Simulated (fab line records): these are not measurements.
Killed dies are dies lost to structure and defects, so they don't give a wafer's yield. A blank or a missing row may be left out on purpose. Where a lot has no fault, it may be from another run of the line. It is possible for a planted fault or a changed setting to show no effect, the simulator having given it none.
Chamber matching    flow n5_finfet    N5_BEOL_M10_ETCH_66 on rie_diel-05: 4 sister chambers
The step etches SOC in N2/H2, target depth 120 nm, overetch 24 nm, time 180 s. 4 wafers are shown with their chamber, then 9 later ones without.

== WAFERS WITH THEIR CHAMBER ==
wafer   chamber  drypump_motor_current_A (A)
L090.1  3        6.1
L091.1  1        6.1
L091.2  2        5.7
L091.4  0        5.4

== WAFERS MISSING THEIR CHAMBER ==
wafer   drypump_motor_current_A (A)
L093.1  6.1
L093.5  6.1
L093.6  5.4
L094.2  6.1
L094.3  5.7
L094.5  5.3
L097.2  5.7
L097.4  5.4
L097.5  5.7

== WHICH CHAMBER EACH WENT THROUGH ==
wafer   from the rows above      in truth
L093.1  can't be placed: 1 or 3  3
L093.5  can't be placed: 1 or 3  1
L093.6  0                        0
L094.2  can't be placed: 1 or 3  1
L094.3  2                        2
L094.5  0                        0
L097.2  2                        2
L097.4  0                        0
L097.5  2                        2
Placed correctly: 6 of 9. Not placeable from these rows: 3 (in 3, the candidates include the true chamber). Placed wrongly: 0.
How it was worked out, from the rows above alone: a wafer's distance from a chamber is the root of the sum, over the readings, of the square of ((its reading less the chamber's mean) divided by the reading's scatter). The wafer belongs to the nearest chamber; if the next one is less than 2 further off, it can't be placed. For every chamber, the mean is computed from those of its wafers that are shown. The scatter (one wafer shown for each chamber): square how far every hidden wafer sits from the nearest shown wafer, average those squares and take the square root.
